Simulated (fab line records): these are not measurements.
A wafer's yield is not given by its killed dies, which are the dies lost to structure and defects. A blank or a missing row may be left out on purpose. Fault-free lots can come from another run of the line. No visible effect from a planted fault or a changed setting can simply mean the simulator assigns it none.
fab line records ; flow n5Finfet
record lots=9; wafers=27; lastDay=18
route steps=1938 shown ZERO_LAYER@16 WELL_APT@39 PMOS_HMC_CHANNEL_EPI@70 FIN_SAQP@98 BEOL_M4@1111 PASSIVATION@1936
lots that met no fault: taken from a fault-free run of the same line
startH: the number of hours between the record's first day and the start of the first shown wafer of the lot ; waitH: how many hours have passed since the lot's step before this one ; " the same as in the row above ; L1.1+2: a row that stands for several wafers ; - no value present, or no start provided ; * or withheld: withheld ; < > ~ a bound
route shown NAME@n: a module of which the file shows steps, and the number in the route of the first ; usual: mean/standard deviation taken from wafers without a fault ; same: alike in all rows ; chamber/n: place in a boat ; sites: each site's reading ; _std_site: how widely they spread, as a standard deviation ; _edge_site: the outer-site mean with the inner-site mean subtracted ; radiusMm: for every site, how far away it sits from the centre of the wafer ; mask NAME#n: copy n ; behind: tool/chamber where the wafer was last shaped ; hold: why the lot went on hold/how many hours it stayed there/how the hold came to an end ; device: the n, p or np transistor that did not switch ; end of line: tests of these same wafers at the route's end ; a step with no rows: only its recipe ; killed: count of dies lost to structure and defects at first sort (not the wafer's yield) ; map: a wafer's dies, marking killed ones x, the rest . and places with no die _
set.NAME: the run value of the setting; set.NAME@STEP: its run value at that earlier step ; model.NAME: the simulator's own value behind a step, which no gauge read
the route's steps for a sample of lots (tables are steps, rows are wafers)
services: a tool's chamber out of use, with start hour (startH, from the record's first day; less than 0 if before it), hours out, and reason
## steps
# step N5_ZERO_LAYER_ETCH_18
# recipe chemistry=HBr/Cl2; target=Si; targetDepthA=1200; timeS=40; pressureMtorr=10; icpW=800; biasW=75; HBr_flow_sccm=150; Cl2_flow_sccm=80
# usual biasW=75.01/0.23; drypumpMotorCurrentA=5.6/0.39; oesProductAu=1.008/0.015; throttleValvePct=36.31/0.27
# same timeS=40
lot.wafer;tool;chamber;startH;waitH;biasW;drypumpMotorCurrentA;oesProductAu;rfHoursCounterH;throttleValvePct
L339.3;rieSi-03;2;18.79;0.0;74.77;6.1;1.016;101;36.34
L339.4;rieSi-03;0;18.79;0.0;75.00;5.6;0.987;108;36.60
L339.5;rieSi-03;1;18.79;0.0;75.30;5.4;0.997;-;36.26
L343.1;rieSi-06;0;42.79;0.0;75.18;6.0;1.025;40;36.31
L343.2;rieSi-06;1;42.79;0.0;75.01;5.3;1.007;168;36.02
L343.6;rieSi-06;1;42.79;0.0;75.38;5.3;1.011;-;36.03
L348.3;rieSi-03;2;73.00;0.0;75.08;6.0;1.025;102;36.35
L348.5;rieSi-03;0;73.00;0.0;74.77;5.7;0.990;-;36.64
L348.6;rieSi-03;3;73.00;0.0;75.27;5.2;0.997;-;35.96
L350.1;rieSi-03;3;84.91;0.0;75.23;5.2;1.009;90;35.96
L350.2;rieSi-03;1;84.91;0.0;74.91;5.4;0.998;167;36.27
L350.3;rieSi-03;2;84.91;0.0;75.31;6.1;1.021;102;36.35
L352.1;rieSi-04;2;96.91;0.0;75.30;5.7;0.992;147;36.09
L352.4;rieSi-04;0;96.91;0.0;74.78;5.9;0.994;32;36.30
L352.5;rieSi-04;2;96.91;0.0;75.14;5.7;1.003;-;36.07
L353.3;rieSi-06;2;103.13;0.0;74.82;4.9;1.026;65;36.20
L353.5;rieSi-06;3;103.13;0.0;74.91;6.3;0.999;-;36.94
L353.6;rieSi-06;0;103.13;0.0;74.89;6.0;1.031;-;36.32
L356.2;rieSi-06;0;120.79;0.0;75.36;5.9;1.033;42;36.32
L356.3;rieSi-06;1;120.79;0.0;74.82;5.3;1.009;170;36.03
L356.4;rieSi-06;2;120.79;0.0;75.15;5.0;1.026;66;36.19
L359.2;rieSi-06;2;138.97;0.0;75.39;5.0;1.026;66;36.20
L359.3;rieSi-06;3;138.97;0.0;74.70;6.2;1.006;112;36.96
L359.4;rieSi-06;1;138.97;0.0;74.94;5.3;1.004;170;36.03
L361.1;rieSi-03;3;150.92;0.0;74.88;5.2;1.001;91;35.98
L361.4;rieSi-03;1;150.92;0.0;74.95;5.4;0.995;168;36.27
L361.5;rieSi-03;3;150.92;0.0;74.64;5.2;1.005;-;35.96
# step N5_WELL_APT_EXPOSE_22
# recipe maskId=PWELL; na=0.8; sourceShape=conventional; sigmaOuter=0.8; polarization=unpolarized; defocusNm=0; targetCdNm=200; doseMj=23.2
# usual exposureDoseMJCm2=23.174/0.022
# same na=0.8
lot.wafer;tool;chamber;startH;waitH;mask;exposureDoseMJCm2
L339.3;krfScanner-02;0;20.64;-;PWELL#0;23.166
L339.4;krfScanner-02;0;20.64;-;PWELL#0;23.167
L339.5;krfScanner-02;0;20.64;-;PWELL#0;23.158
L343.1;krfScanner-01;0;44.79;-;PWELL#0;23.143
L343.2;krfScanner-01;0;44.79;-;PWELL#0;23.203
L343.6;krfScanner-01;0;44.79;-;PWELL#0;23.180
L348.3;krfScanner-02;0;74.98;-;PWELL#0;23.242
L348.5;krfScanner-02;0;74.98;-;PWELL#0;23.177
L348.6;krfScanner-02;0;74.98;-;PWELL#0;23.220
L350.1;krfScanner-02;0;86.76;-;PWELL#0;23.663
L350.2;krfScanner-02;0;86.76;-;PWELL#0;23.632
L350.3;krfScanner-02;0;86.76;-;PWELL#0;23.661
L352.1;krfScanner-02;0;99.06;-;PWELL#0;23.556
L352.4;krfScanner-02;0;99.06;-;PWELL#0;23.506
L352.5;krfScanner-02;0;99.06;-;PWELL#0;23.519
L353.3;krfScanner-01;0;105.25;-;PWELL#0;23.205
L353.5;krfScanner-01;0;105.25;-;PWELL#0;23.187
L353.6;krfScanner-01;0;105.25;-;PWELL#0;23.195
L356.2;krfScanner-01;0;122.77;-;PWELL#0;23.142
L356.3;krfScanner-01;0;122.77;-;PWELL#0;23.178
L356.4;krfScanner-01;0;122.77;-;PWELL#0;23.149
L359.2;krfScanner-01;0;140.84;-;PWELL#0;23.166
L359.3;krfScanner-01;0;140.84;-;PWELL#0;23.173
L359.4;krfScanner-01;0;140.84;-;PWELL#0;23.158
L361.1;krfScanner-01;0;153.08;-;PWELL#0;23.147
L361.4;krfScanner-01;0;153.08;-;PWELL#0;23.167
L361.5;krfScanner-01;0;153.08;-;PWELL#0;23.162
# step N5_PMOS_HMC_CHANNEL_EPI_HM_OPEN_15
# recipe chemistry=CHF3/O2; target=SiO2; maskMaterial=CAR-ArF-block; targetDepthA=406; CHF3_flow_sccm=50; O2_flow_sccm=5; Ar_flow_sccm=200; timeS=20.3; pressureMtorr=30; sourceW=650; biasW=170; ionEnergyEv=200
# usual biasW=170.0/0.5; drypumpMotorCurrentA=5.8/0.47; mfcArSccm=200.0/0.59; oes_f_703_au=0.78/0.083; oesProductAu=0.78/0.087; rfVppV=520/9.3; showerheadPlenumPTorr=2.38/0.041; throttleValvePct=19.00/0.24
# same timeS=20.3
lot.wafer;tool;chamber;startH;waitH;biasW;drypumpMotorCurrentA;mfcArSccm;oes_f_703_au;oesProductAu;rfHoursCounterH;rfVppV;showerheadPlenumPTorr;throttleValvePct
L339.3;rieDiel-03;3;23.19;0.0;169.8;5.0;201.0;0.74;0.75;158;530;2.31;18.95
L339.4;rieDiel-03;1;23.19;0.0;169.0;5.7;200.4;0.72;0.72;184;533;2.38;19.30
L339.5;rieDiel-03;1;23.19;0.0;170.0;5.6;199.1;0.72;0.72;-;532;2.38;19.29
L343.1;rieDiel-06;3;47.31;0.0;170.5;5.0;199.6;0.76;0.77;129;528;2.32;18.95
L343.2;rieDiel-06;2;47.31;0.0;169.9;5.8;199.3;0.80;0.77;137;515;2.41;19.05
L343.6;rieDiel-06;0;47.31;0.0;169.2;6.2;199.7;0.96;0.96;-;509;2.38;18.59
L348.3;rieDiel-01;0;78.32;0.0;170.2;6.1;200.2;0.71;0.69;242;507;2.37;19.12
L348.5;rieDiel-01;1;78.32;0.0;170.0;5.9;200.8;0.91;0.93;-;513;2.36;18.68
L348.6;rieDiel-01;0;78.32;0.0;170.4;6.1;199.9;0.71;0.69;-;508;2.37;19.13
L350.1;rieDiel-06;3;89.91;0.0;169.2;5.0;199.7;0.75;0.76;143;530;2.31;18.95
L350.2;rieDiel-06;0;89.91;0.0;170.5;6.2;200.0;0.92;0.93;20;510;2.37;18.62
L350.3;rieDiel-06;2;89.91;0.0;170.1;5.8;200.5;0.78;0.76;152;514;2.40;19.09
L352.1;rieDiel-06;2;101.47;0.0;170.5;5.8;200.0;0.78;0.76;157;513;2.40;19.09
L352.4;rieDiel-06;0;101.47;0.0;169.8;6.2;199.9;0.91;0.90;25;511;2.37;18.64
L352.5;rieDiel-06;1;101.47;0.0;170.2;5.3;199.3;0.73;0.73;-;521;2.32;18.85
L353.3;rieDiel-01;1;107.80;0.0;170.1;5.8;199.5;0.90;0.90;39;515;2.36;18.68
L353.5;rieDiel-01;1;107.80;0.0;170.5;5.8;199.5;0.91;0.90;-;516;2.36;18.68
L353.6;rieDiel-01;2;107.80;0.0;169.2;6.0;199.6;0.70;0.67;-;526;2.38;19.23
L356.2;rieDiel-01;3;125.37;0.0;169.9;6.7;200.2;0.79;0.76;139;516;2.42;18.87
L356.3;rieDiel-01;2;125.37;0.0;170.4;6.0;199.6;0.69;0.67;243;527;2.37;19.23
L356.4;rieDiel-01;1;125.37;0.0;169.6;5.9;199.9;0.89;0.89;-;514;2.36;18.69
L359.2;rieDiel-01;3;143.80;0.0;170.5;6.7;200.6;0.79;0.76;146;514;2.41;18.89
L359.3;rieDiel-01;1;143.80;0.0;169.2;5.8;199.8;0.89;0.89;51;514;2.35;18.69
L359.4;rieDiel-01;0;143.80;0.0;169.6;6.1;200.3;0.98;0.96;-;507;2.36;18.72
L361.1;rieDiel-06;1;155.92;0.0;170.0;5.3;199.1;0.72;0.72;201;522;2.32;18.86
L361.4;rieDiel-06;2;155.92;0.0;170.4;5.8;199.6;0.76;0.74;173;514;2.40;19.12
L361.5;rieDiel-06;1;155.92;0.0;170.4;5.3;199.0;0.71;0.73;-;522;2.32;18.86
# step N5_FIN_SAQP_PECVD_47
# recipe material=a-Si; targetThkA=450; tempC=400; precursor=SiH4/He; pressureTorr=3; rfW=100; timeS=36.3
# usual heaterPowerW=872/150; showerheadPlenumPTorr=5.68/0.042; throttleValvePct=18.1/0.71
# same timeS=36.3
lot.wafer;tool;chamber;startH;waitH;heaterPowerW;showerheadPlenumPTorr;throttleValvePct
L339.3;pecvd-01;1;28.00;0.1;917;5.65;19.3
L339.4;pecvd-01;0;28.00;0.1;710;5.73;17.3
L339.5;pecvd-01;1;28.00;0.1;929;5.62;19.4
L343.1;pecvd-02;1;50.77;0.0;1128;5.66;17.2
L343.2;pecvd-02;2;50.77;0.0;820;5.74;18.0
L343.6;pecvd-02;0;50.77;0.0;1065;5.64;19.0
L348.3;pecvd-02;2;82.31;0.1;856;5.74;18.5
L348.5;pecvd-02;1;82.31;0.1;1037;5.66;17.2
L348.6;pecvd-02;2;82.31;0.1;836;5.73;18.0
L350.1;pecvd-01;2;94.80;0.0;691;5.64;17.4
L350.2;pecvd-01;1;94.80;0.0;937;5.64;19.2
L350.3;pecvd-01;0;94.80;0.0;737;5.74;17.8
L352.1;pecvd-02;0;104.91;0.0;1052;5.65;19.0
L352.4;pecvd-02;1;104.91;0.0;1176;5.65;17.1
L352.5;pecvd-02;0;104.91;0.0;1081;5.66;18.8
L353.3;pecvd-01;0;111.25;0.0;747;5.73;17.6
L353.5;pecvd-01;0;111.25;0.0;778;5.73;17.6
L353.6;pecvd-01;2;111.25;0.0;772;5.65;17.2
L356.2;pecvd-02;1;128.70;0.0;1175;5.68;17.4
L356.3;pecvd-02;2;128.70;0.0;897;5.74;18.5
L356.4;pecvd-02;2;128.70;0.0;871;5.74;18.5
L359.2;pecvd-01;0;147.40;0.0;747;5.76;17.8
L359.3;pecvd-01;2;147.40;0.0;715;5.65;17.5
L359.4;pecvd-01;2;147.40;0.0;733;5.64;17.4
L361.1;pecvd-02;1;159.38;0.0;1174;5.67;17.3
L361.4;pecvd-02;2;159.38;0.0;762;5.73;18.4
L361.5;pecvd-02;1;159.38;0.0;1197;5.67;17.3
# step N5_BEOL_M4_RC_MEAS_101
# usual DIBL_N=35.8/1.8; DIBL_P=35.9/2.2; IOFF_N=0.16/0.035; IOFF_P=0.21/0.04; ION_N=672/11; ION_P=461/7.4; SS_N=71.4/0.64; SS_P=73.2/0.67; VT_N=250/3.5; VT_P=-251/3.4
lot.wafer;tool;chamber;startH;waitH;DIBL_N[mV/V];DIBL_P[mV/V];IOFF_N[nA/um];IOFF_P[nA/um];ION_N[uA/um];ION_P[uA/um];SS_N[mV/dec];SS_P[mV/dec];VT_N[mV];VT_P[mV]
L339.3;prober-01;0;183.41;0.3;34.9;36.2;0.17;0.23;675;468;71.4;74.0;247;-246
L339.4;prober-01;0;183.41;0.3;32.9;34.3;0.14;0.20;669;463;71.4;72.7;250;-250
L339.5;prober-01;0;183.41;0.3;34.9;36.9;0.17;0.25;677;476;71.0;72.8;245;-246
L343.1;prober-01;0;200.51;0.0;35.9;37.2;0.16;0.21;671;464;72.0;73.4;250;-250
L343.2;prober-01;0;200.51;0.0;35.0;35.8;0.14;0.20;669;459;71.6;72.8;252;-254
L343.6;prober-01;0;200.51;0.0;36.8;37.1;0.17;0.21;675;464;71.9;73.3;250;-249
L348.3;prober-01;0;222.42;0.3;38.0;37.8;0.20;0.24;686;463;71.9;74.3;244;-250
L348.5;prober-01;0;222.42;0.3;38.2;37.2;0.20;0.23;677;461;72.3;73.8;248;-251
L348.6;prober-01;0;222.42;0.3;36.5;35.5;0.17;0.20;687;469;71.7;74.4;249;-252
L350.1;prober-02;0;251.04;0.0;39.1;39.8;0.23;0.27;690;472;72.2;73.6;244;-248
L350.2;prober-02;0;251.04;0.0;34.3;33.5;0.12;0.17;665;457;70.7;73.1;254;-252
L350.3;prober-02;0;251.04;0.0;34.8;35.5;0.14;0.20;667;463;70.3;72.8;252;-248
L352.1;prober-02;0;259.85;0.0;34.3;34.6;0.13;0.21;658;462;71.3;73.0;253;-249
L352.4;prober-02;0;259.85;0.0;37.1;38.2;0.19;0.28;664;464;71.2;73.7;247;-246
L352.5;prober-02;0;259.85;0.0;35.0;35.8;0.15;0.23;669;470;70.5;72.3;249;-246
L353.3;prober-02;0;277.37;0.3;37.4;36.8;0.21;0.27;697;478;71.8;73.6;245;-244
L353.5;prober-02;0;277.37;0.3;39.5;40.4;0.25;0.34;702;486;72.1;73.8;242;-243
L353.6;prober-02;0;277.37;0.3;34.0;33.2;0.13;0.20;667;462;70.4;72.5;252;-247
L356.2;prober-01;0;280.65;0.2;37.3;36.3;0.18;0.21;672;458;72.0;73.2;248;-251
L356.3;prober-01;0;280.65;0.2;37.0;35.8;0.16;0.20;682;464;70.6;73.4;249;-251
L356.4;prober-01;0;280.65;0.2;32.9;31.6;0.11;0.15;661;456;70.9;72.5;252;-256
L359.2;prober-01;0;287.94;0.2;37.1;37.8;0.17;0.21;679;458;72.1;74.1;246;-251
L359.3;prober-01;0;287.94;0.2;36.5;36.8;0.15;0.20;674;468;71.4;73.9;251;-255
L359.4;prober-01;0;287.94;0.2;33.7;32.5;0.11;0.15;660;454;70.9;72.8;255;-255
L361.1;prober-02;0;311.74;0.0;34.4;33.0;0.11;0.17;659;459;70.6;72.5;255;-251
L361.4;prober-02;0;311.74;0.0;35.2;34.1;0.12;0.18;658;459;71.7;72.9;255;-253
L361.5;prober-02;0;311.74;0.0;32.4;30.8;0.09;0.14;653;453;70.3;71.6;257;-255
# step N5_PASSIVATION_PROBE_49
# usual defectLimitedYield=91.0/1.5; killed_at_M0_to_M3=34/9.1; killed_at_M4_up=14/5.7; killedAtContacts=13/5.7; killedAtFrontEnd=42/12; killedAtOther=4/3.4; killedDies=106/17; killedOpen=70/13; killedShort=34/7.5; sort_bin_5_function=5.2/0.94; sort_bin_6_memory=3.4/0.69; sortNPass=1074/17; sortYieldPct=91.0/1.5
# same grossDies=1180; killedAtBackSide=0; sort_bin_4_leakage[%]=0; sort_bin_8_speed[%]=0
lot.wafer;tool;chamber;startH;waitH;defectLimitedYield[%];killed_at_M0_to_M3;killed_at_M4_up;killedAtContacts;killedAtFrontEnd;killedAtOther;killedDies;killedOpen;killedShort;sort_bin_5_function[%];sort_bin_6_memory[%];sortNPass;sortYieldPct[%]
L339.3;prober-02;-;289.66;0.1;90.3;39;6;9;56;4;114;81;33;6.6;2.9;1066;90.3
L339.4;prober-02;-;289.71;0.2;91.3;24;18;12;49;0;103;62;35;5.7;2.7;1077;91.3
L339.5;prober-02;-;289.76;0.2;93.3;27;7;12;32;1;79;51;27;3.9;2.7;1101;93.3
L353.3;prober-02;-;368.70;0.1;89.0;32;16;8;74;0;130;81;45;5.9;4.3;1050;89.0
L353.5;prober-02;-;368.80;0.2;89.5;23;21;23;55;2;124;90;34;5.9;3.9;1056;89.5
L353.6;prober-02;-;368.85;0.3;90.8;19;13;16;56;5;109;76;33;6.0;2.9;1071;90.8
# killed by level:class
L339.3 STI_FIN_REVEAL:geometricParticle:open=25 BEOL_M2:geometricParticle:open=14 MOL_CONTACT_COAG:geometricParticle:open=8 FIN_SAQP:geometricParticle:open=7 BEOL_M0_SAQP:geometricParticle:open=7 BEOL_M1:geometricParticle:open=6 BEOL_M0_SAQP:geometricParticle:short=6 STARTING-WAFER:geometricParticle:short=5
L339.4 FIN_SAQP:geometricParticle:short=12 BEOL_M4:geometricParticle:open=11 MOL_CONTACT_COAG:geometricParticle:open=10 STI_FIN_REVEAL:geometricParticle:open=9 BEOL_M1:geometricParticle:open=9 BEOL_M0_SAQP:geometricParticle:short=8 FIN_SAQP:geometricParticle:open=7 STI_FIN_REVEAL:geometricParticle:short=5
L339.5 STI_FIN_REVEAL:geometricParticle:open=10 MOL_CONTACT_COAG:geometricParticle:open=9 BEOL_M0_SAQP:geometricParticle:short=7 BEOL_M2:geometricParticle:open=7 FIN_SAQP:geometricParticle:short=5 DUMMY_GATE:geometricParticle:open=4 STI_FIN_REVEAL:geometricParticle:short=3 ILD0:geometricParticle:short=3
L353.3 FIN_SAQP:geometricParticle:open=18 STI_FIN_REVEAL:geometricParticle:open=13 DUMMY_GATE:geometricParticle:open=12 BEOL_M2:geometricParticle:open=10 FIN_SAQP:geometricParticle:short=9 BEOL_M0_SAQP:geometricParticle:short=8 STI_FIN_REVEAL:geometricParticle:short=7 MOL_CONTACT_COAG:geometricParticle:open=6
L353.5 FIN_SAQP:geometricParticle:open=26 MOL_CONTACT_COAG:geometricParticle:open=20 BEOL_M4:geometricParticle:open=11 FIN_SAQP:geometricParticle:short=7 DUMMY_GATE:geometricParticle:open=5 BEOL_M0_SAQP:geometricParticle:open=5 BEOL_M1:geometricParticle:open=5 STARTING-WAFER:geometricParticle:short=4
L353.6 FIN_SAQP:geometricParticle:open=21 MOL_CONTACT_COAG:geometricParticle:open=13 FIN_SAQP:geometricParticle:short=9 STI_FIN_REVEAL:geometricParticle:open=9 BEOL_M4:geometricParticle:open=9 BEOL_M2:geometricParticle:open=5 BEOL_M0_SAQP:geometricParticle:short=4 STI_FIN_REVEAL:geometricParticle:short=3
## services
tool;chamber;startH;hours;kind
krfScanner-01;-;1.77;3.6;pm
rieDiel-03;0;25.76;27.0;repair
krfScanner-02;-;26.99;1.0;pm
rieSi-04;0;36.16;16.7;repair
krfScanner-01;0;36.80;-;calibration
krfScanner-01;-;48.22;1.3;pm
rieDiel-01;2;60.91;23.0;repair
rieDiel-01;-;62.44;2.8;pm
krfScanner-01;-;64.26;0.8;pm
rieSi-06;-;64.93;0.8;repair
rieDiel-06;1;71.21;24.2;repair
krfScanner-01;-;72.08;0.2;repair
pecvd-01;1;75.63;9.3;repair
krfScanner-02;-;92.11;1.5;repair
krfScanner-01;-;93.94;1.0;pm
krfScanner-02;-;101.79;0.6;repair
rieDiel-03;1;103.40;9.8;repair
krfScanner-02;-;120.64;0.8;pm
krfScanner-01;-;127.78;0.8;pm
rieSi-03;1;134.56;6.4;repair
krfScanner-02;-;142.39;1.3;pm
krfScanner-02;-;153.89;4.4;pm
krfScanner-01;-;155.82;0.4;repair
rieSi-03;-;158.67;28.1;pm
## key
firstSign step=N5_WELL_APT_EXPOSE_22; reading=exposureDoseMJCm2; direction=up; sigmas=19; usual=23.174; struck=23.590
effect none on later readings
metAt N5_WELL_APT_EXPOSE_22
struckLots L350,L352
loopTrim step=N5_WELL_APT_EXPOSE_22; setting=dose; lots=L352
notActingAt N5_ZERO_LAYER_ETCH_18,N5_PMOS_HMC_CHANNEL_EPI_HM_OPEN_15,N5_FIN_SAQP_PECVD_47
onsetBetween 74.98 86.76
fault kind=processParameterDrift; tool=krfScanner-02; chamber=-; onsetH=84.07; steps=N5_WELL_APT_EXPOSE_22; channel=doseMj; offset=0.46813; shape=step; actsIn=theseRecipesOnly; stated=23.2
# loopTrim: a control loop set the setting to another value than it would have without faults
